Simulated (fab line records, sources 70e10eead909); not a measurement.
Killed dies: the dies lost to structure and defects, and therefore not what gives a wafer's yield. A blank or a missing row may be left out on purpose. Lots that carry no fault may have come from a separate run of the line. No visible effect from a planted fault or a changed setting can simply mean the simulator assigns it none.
Chamber matching -- flow nand-harc -- 3 sister chambers for NHARC_A_CONTACT_DEP_24 on pecvd-02
The step deposits SiO2, target thk 500 nm. 27 wafers are shown with their chamber, then 12 later ones without.

## EACH WAFER AND ITS CHAMBER
wafer,chamber,showerhead-vpp-V (V),heater-power-w (W),throttle-valve-pct (%)
L074.1,2,1927,688,15.8
L074.2,1,1785,474,15.2
L074.5,2,1890,708,15.7
L075.1,2,1915,705,16.0
L075.2,0,1872,416,15.2
L075.4,2,1910,749,16.0
L079.1,0,1883,474,15.5
L079.4,0,1880,483,15.1
L079.6,2,1902,634,15.7
L078.3,2,1910,625,15.9
L078.4,0,1889,461,15.4
L078.5,1,1794,443,16.0
L082.2,1,1763,581,15.8
L082.3,2,1919,712,16.0
L082.5,1,1811,442,15.7
L084.1,2,1937,629,16.0
L084.4,0,1891,418,15.3
L084.6,1,1811,551,15.7
L088.3,0,1867,427,15.5
L088.5,0,1867,445,15.1
L088.6,1,1767,466,16.0
L087.1,1,1778,515,15.8
L087.3,0,1842,377,15.6
L087.5,0,1888,419,15.4
L089.1,1,1793,554,15.7
L089.3,2,1924,712,16.1
L089.6,0,1863,470,15.5

SIGNATURES, as means of the wafers listed above
reading,chamber 0,chamber 1,chamber 2,scatter within a chamber
showerhead-vpp-V,1874.20,1787.75,1914.89,15.7
heater-power-w,439.00,503.25,684.67,44
throttle-valve-pct,15.360,15.738,15.911,0.193
Rule: distance of a wafer from a chamber = root of the sum over the readings of ((wafer's reading minus chamber's mean) / reading's scatter) squared. The wafer belongs to the nearest chamber; if the next one is less than 2 further off, it can't be placed. The scatter is the square root of a quotient: the sum, over the shown wafers, of each reading's squared deviation from its chamber's mean, divided by wafers minus chambers.

## WAFERS WITH NO CHAMBER GIVEN
wafer,showerhead-vpp-V (V),heater-power-w (W),throttle-valve-pct (%)
L091.1,1926,722,16.0
L091.3,1783,581,15.8
L091.4,1912,580,16.1
L094.3,1945,711,15.9
L094.4,1937,743,16.0
L094.5,1848,418,15.6
L095.1,1909,744,16.3
L095.2,1863,409,15.7
L095.4,1920,756,15.9
L096.3,1764,560,16.1
L096.5,1907,426,15.3
L096.6,1770,547,15.9

## THE CHAMBER EACH PASSED THROUGH
wafer,from the rows above,in truth
L091.1,2,2
L091.3,1,1
L091.4,2,2
L094.3,2,2
L094.4,2,2
L094.5,0,0
L095.1,2,2
L095.2,0,0
L095.4,2,2
L096.3,1,1
L096.5,0,0
L096.6,1,1
Placed correctly: 12 of 12. Left unplaced by these rows: 0. Placed wrongly: 0.
